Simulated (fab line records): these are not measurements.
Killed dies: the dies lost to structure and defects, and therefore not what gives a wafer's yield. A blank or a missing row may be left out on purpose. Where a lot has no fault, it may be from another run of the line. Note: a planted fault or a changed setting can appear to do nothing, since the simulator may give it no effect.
What tool caused it? -- flow nand_harc -- Sampling: 12 lots, 36 wafers, 6 of 1302 route steps

WHAT THE GAUGES READ, wafer by wafer
NHARC_P_M1_CD_MEAS_16. Usual: cd_nm at 129.7 nm, with a standard deviation of 0.6.
lot,measured,on,cd_nm (nm),flag
L836,day 6 04:16,cd_sem-03,129.8 130.4 128.9,
L837,day 6 19:40,cd_sem-02,130.6 129.8 130.7,
L838,day 7 14:01,cd_sem-01,130.0 130.7 130.0,
L844,day 9 18:14,cd_sem-01,130.1 130.3 129.7,
L846,day 10 11:58,cd_sem-02,129.9 129.1 129.6,
L853,day 13 09:33,cd_sem-03,128.9 130.1 129.9,
L854,day 13 15:56,cd_sem-02,129.5 129.9 129.5,
L856,day 14 07:29,cd_sem-01,130.1 130.0 129.0,
L855,day 14 08:14,cd_sem-02,130.3 130.9 130.5,
L857,day 14 19:45,cd_sem-01,128.8 130.7 130.1,
L858,day 15 08:26,cd_sem-02,128.8 128.9 129.5,
L859,day 15 22:13,cd_sem-01,129.6 130.6 129.4,

NHARC_P_M1_INSPECT_27. Usual: raw_defect_count at 330, with a standard deviation of 120.
lot,measured,on,raw_defect_count,flag
L836,day 6 06:35,defect_inspect-01,458 447 269,
L837,day 6 21:56,defect_inspect-02,257 224 271,
L838,day 7 16:20,defect_inspect-02,337 345 286,
L844,day 9 20:36,defect_inspect-02,285 347 314,
L846,day 10 14:16,defect_inspect-02,299 386 218,
L853,day 13 11:50,defect_inspect-02,419 457 415,
L854,day 13 18:13,defect_inspect-02,301 296 477,
L856,day 14 09:45,defect_inspect-02,294 396 399,
L855,day 14 10:34,defect_inspect-02,363 243 179,
L857,day 14 22:02,defect_inspect-02,287 240 227,
L858,day 15 10:49,defect_inspect-02,409 401 252,
L859,day 16 00:33,defect_inspect-02,279 419 459,

NHARC_END_SORT_01. Usual: defect_limited_yield 91 %, standard deviation 3.4; killed_at_array 54, standard deviation 23; killed_at_other 1.2, standard deviation 1.5; killed_at_periphery 3.9, standard deviation 2.5; killed_dies 59, standard deviation 23; killed_open 3.2, standard deviation 1.7; killed_short 2.4, standard deviation 1.6; sort_bin_2_pct 3.0 %, standard deviation 1.4; sort_bin_3_pct 0.7 %, standard deviation 0.45; sort_bin_4_pct 5.0 %, standard deviation 1.9; sort_n_pass 618, standard deviation 23; sort_rim_yield_pct 92 %, standard deviation 3.8; sort_yield_pct 91 %, standard deviation 3.4.
lot,measured,on,defect_limited_yield (%),killed_at_array,killed_at_other,killed_at_periphery,killed_dies,killed_open,killed_short,sort_bin_2_pct (%),sort_bin_3_pct (%),sort_bin_4_pct (%),sort_n_pass,sort_rim_yield_pct (%),sort_yield_pct (%),flag
L844,day 28 01:27,prober-01,94 95 95,28 26 27,6 5 3,6 4 4,40 35 34,3 2 4,0 5 2,2.4 1.6 2.4,0.3 0.6 0.6,3.2 3.0 2.1,637 642 643,95 92 94,94 95 95,
L846,day 28 12:30,prober-02,88 89 87,76 74 82,1 0 1,1 0 2,78 74 85,4 0 7,4 3 4,5.2 3.7 4.6,0.7 0.7 1.2,5.6 6.5 6.8,599 603 592,93 90 89,88 89 87,
L854,day 32 06:31,prober-02,88 87 87,75 82 83,1 0 0,3 4 3,79 86 86,1 2 3,0 3 2,4.0 5.0 4.7,1.2 0.9 0.4,6.5 6.8 7.5,598 591 591,93 92 92,88 87 87,
L856,day 33 03:50,prober-02,91 93 94,58 43 41,0 1 0,5 3 3,63 47 44,4 1 3,1 2 1,4.0 3.1 2.2,0.4 0.6 1.2,4.9 3.2 3.1,614 630 633,92 91 94,91 93 94,
L857,day 33 03:00,prober-01,91 92 93,53 54 42,2 0 0,3 3 6,58 57 48,3 2 6,4 4 3,2.7 2.4 2.2,0.3 0.4 0.1,5.6 5.6 4.7,619 620 629,92 90 89,91 92 93,
L859,day 34 15:03,prober-02,90 92 90,66 52 63,0 1 0,0 0 3,66 53 66,1 1 2,3 2 0,4.3 2.8 3.4,0.4 0.4 0.9,5.0 4.6 5.5,611 624 611,92 90 89,90 92 90,

WHAT TOOL EACH LOT RAN ON (gives the tool, then ch and the chambers of the sampled wafers, and finally the start)
lot,NHARC_P_M1_DEGAS_29,NHARC_P_M1_ECD_22,NHARC_P_M1_CMP_23
L836,"pvd_sputter-01, day 6 05:00","ecd_cu-02 ch 0,1, day 6 05:25","cmp-04 ch 0,1,2, day 6 06:08"
L837,"pvd_sputter-01, day 6 20:23","ecd_cu-02 ch 0,1, day 6 20:44","cmp-01 ch 0,1,2, day 6 21:28"
L838,"pvd_sputter-02, day 7 14:46","ecd_cu-02 ch 0,1, day 7 15:10","cmp-01 ch 0,1, day 7 15:52"
L844,"pvd_sputter-01, day 9 19:01","ecd_cu-02 ch 0,1, day 9 19:24","cmp-01 ch 0,1,2, day 9 20:09"
L846,"pvd_sputter-03, day 10 12:41","ecd_cu-02 ch 0,1, day 10 13:08","cmp-02 ch 0,1,2, day 10 13:50"
L853,"pvd_sputter-03, day 13 10:16","ecd_cu-01 ch 0,1, day 13 10:38","cmp-01 ch 1,2,3, day 13 11:22"
L854,"pvd_sputter-02, day 13 16:38","ecd_cu-01 ch 0,1, day 13 17:06","cmp-01 ch 2,3, day 13 17:47"
L856,"pvd_sputter-01, day 14 08:11","ecd_cu-02 ch 0,1, day 14 08:36","cmp-02 ch 0,1,2, day 14 09:16"
L855,"pvd_sputter-02, day 14 09:00","ecd_cu-02 ch 1, day 14 09:25","cmp-02 ch 0,1,2, day 14 10:07"
L857,"pvd_sputter-01, day 14 20:29","ecd_cu-02 ch 0,1, day 14 20:50","cmp-01 ch 0,1,3, day 14 21:33"
L858,"pvd_sputter-01, day 15 09:14","ecd_cu-01 ch 0,1, day 15 09:35","cmp-04 ch 0,3, day 15 10:20"
L859,"pvd_sputter-01, day 15 23:00","ecd_cu-02 ch 0,1, day 15 23:22","cmp-01 ch 1,2, day 16 00:05"
- NHARC_P_M1_DEGAS_29: time 60 s.
- NHARC_P_M1_ECD_22: material Cu, target thk 400 nm.
- NHARC_P_M1_CMP_23: polishes, t overpolish 20 s, target thk 157.82 nm.

AS READ BY THE TOOLS THEMSELVES (means over the sampled wafers that have a number; for cases with no such wafer, the mark the record gives instead)
NHARC_P_M1_DEGAS_29. Usual: heater_power_w at 362 W, with a standard deviation of 26.
lot,tool,heater_power_w (W),flag
L836,pvd_sputter-01,358,
L837,pvd_sputter-01,360,
L838,pvd_sputter-02,361,
L844,pvd_sputter-01,374,
L846,pvd_sputter-03,364,
L853,pvd_sputter-03,373,
L854,pvd_sputter-02,339,
L856,pvd_sputter-01,346,
L855,pvd_sputter-02,371,
L857,pvd_sputter-01,347,
L858,pvd_sputter-01,362,
L859,pvd_sputter-01,367,

NHARC_P_M1_ECD_22. Usual: bath_temp_c at 25.00 C, with a standard deviation of 0.098.
lot,tool,bath_temp_c (C),flag
L836,ecd_cu-02,24.96,
L837,ecd_cu-02,25.07,
L838,ecd_cu-02,24.89,
L844,ecd_cu-02,25.00,
L846,ecd_cu-02,25.04,
L853,ecd_cu-01,24.97,
L854,ecd_cu-01,24.99,
L856,ecd_cu-02,25.02,
L855,ecd_cu-02,25.00,
L857,ecd_cu-02,24.90,
L858,ecd_cu-01,24.98,
L859,ecd_cu-02,25.10,

NHARC_P_M1_CMP_23. Usual: motor_current_A 12.4 A, standard deviation 1.6; retaining_ring_pressure_frac 1.000, standard deviation 0.0051; time_to_endpoint_s 27.9 s, standard deviation 2.2.
lot,tool,motor_current_A (A),retaining_ring_pressure_frac,time_to_endpoint_s (s),flag
L836,cmp-04,11.8,1.000,28.4,
L837,cmp-01,12.5,1.005,24.5,
L838,cmp-01,11.1,1.003,27.0,
L844,cmp-01,12.6,1.002,39.7,OFF
L846,cmp-02,11.3,0.999,39.1,OFF
L853,cmp-01,13.8,0.998,28.6,
L854,cmp-01,14.8,0.997,28.0,
L856,cmp-02,11.3,1.000,25.7,
L855,cmp-02,11.3,0.991,25.3,
L857,cmp-01,12.3,1.002,26.4,
L858,cmp-04,10.9,0.994,26.7,
L859,cmp-01,13.9,0.999,31.3,

THE ANSWER, worked out from the rows above alone
Rule: a lot is off if the mean of its wafers that have a number lies more than 3 standard deviations from the usual mean. A lot without any number at a reading at which 4 lots or more have one is off too. All remaining lots with rows at the step are treated as sound. The gauges are gone through in route order, then the tools' own readings, and for those a lot's mean is taken as printed above. The first step at which some lot is off is used, and at that step the reading that is off furthest; a lot without a number counts as furthest.
Off, at NHARC_P_M1_CMP_23 on time_to_endpoint_s: L844, L846.
If a tool, at that step or one of the process steps before it, ran each lot that is off and ran no sound lot following the first of them, it fits. Of those tried, none fits.

WHAT THE SIMULATOR PUT IN
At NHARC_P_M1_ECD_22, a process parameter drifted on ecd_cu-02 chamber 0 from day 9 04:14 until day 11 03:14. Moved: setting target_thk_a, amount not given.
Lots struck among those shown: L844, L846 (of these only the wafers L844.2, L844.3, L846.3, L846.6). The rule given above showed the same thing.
